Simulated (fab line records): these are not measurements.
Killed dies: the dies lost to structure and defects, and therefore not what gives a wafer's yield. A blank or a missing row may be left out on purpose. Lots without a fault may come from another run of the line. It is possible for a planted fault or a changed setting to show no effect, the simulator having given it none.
Matching of chambers / flow nand-harc / 3 sister chambers for NHARC_A_CONTACT_DEP_58 on pecvd-02
The step deposits SiON, target thk 90 nm. 6 wafers are shown with their chamber, then 12 later ones without.

== WAFERS WITH THEIR CHAMBER ==
wafer=L083.4; chamber=2; heater-power-w (W)=776; susceptor-temp-C (C)=400.11
wafer=L087.5; chamber=0; heater-power-w (W)=779; susceptor-temp-C (C)=400.36
wafer=L087.6; chamber=2; heater-power-w (W)=804; susceptor-temp-C (C)=400.26
wafer=L090.2; chamber=1; heater-power-w (W)=895; susceptor-temp-C (C)=400.28
wafer=L090.4; chamber=1; heater-power-w (W)=888; susceptor-temp-C (C)=400.07
wafer=L090.5; chamber=0; heater-power-w (W)=826; susceptor-temp-C (C)=399.84

== WAFERS WITH NO CHAMBER GIVEN ==
wafer=L093.1; heater-power-w (W)=719; susceptor-temp-C (C)=399.92
wafer=L093.5; heater-power-w (W)=825; susceptor-temp-C (C)=400.04
wafer=L093.6; heater-power-w (W)=725; susceptor-temp-C (C)=400.17
wafer=L096.2; heater-power-w (W)=875; susceptor-temp-C (C)=400.28
wafer=L096.3; heater-power-w (W)=749; susceptor-temp-C (C)=400.11
wafer=L096.5; heater-power-w (W)=725; susceptor-temp-C (C)=400.24
wafer=L095.3; heater-power-w (W)=761; susceptor-temp-C (C)=400.15
wafer=L095.5; heater-power-w (W)=700; susceptor-temp-C (C)=400.08
wafer=L095.6; heater-power-w (W)=768; susceptor-temp-C (C)=400.37
wafer=L097.2; heater-power-w (W)=729; susceptor-temp-C (C)=399.80
wafer=L097.3; heater-power-w (W)=876; susceptor-temp-C (C)=400.05
wafer=L097.5; heater-power-w (W)=765; susceptor-temp-C (C)=400.06

== THE CHAMBER EACH PASSED THROUGH ==
wafer=L093.1; from the rows above=can't be placed: 2 or 0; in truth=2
wafer=L093.5; from the rows above=can't be placed: 0 or 2 or 1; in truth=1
wafer=L093.6; from the rows above=can't be placed: 2 or 0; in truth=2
wafer=L096.2; from the rows above=1; in truth=1
wafer=L096.3; from the rows above=can't be placed: 2 or 0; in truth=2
wafer=L096.5; from the rows above=can't be placed: 2 or 0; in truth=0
wafer=L095.3; from the rows above=can't be placed: 2 or 0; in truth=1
wafer=L095.5; from the rows above=can't be placed: 2 or 0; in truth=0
wafer=L095.6; from the rows above=can't be placed: 2 or 0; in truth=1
wafer=L097.2; from the rows above=can't be placed: 2 or 0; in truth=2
wafer=L097.3; from the rows above=1; in truth=1
wafer=L097.5; from the rows above=can't be placed: 2 or 0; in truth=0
2 of 12 placed correctly. Cannot be placed on the basis of these rows: 10; the candidates contain the true chamber in 8. Number placed wrongly: 0.
How it was worked out, from the rows above alone: a wafer's distance from a chamber is the root of the sum, over the readings, of the square of ((its reading less the chamber's mean) divided by the reading's scatter). If the next closest chamber is less than 2 further off than the closest, the wafer can't be placed; otherwise it belongs to the closest. A chamber's mean is the mean of its shown wafers. How the scatter is found: for the shown wafers, subtract from each reading the mean of its chamber, square and add these, divide the total by (wafers less chambers), then take the root.
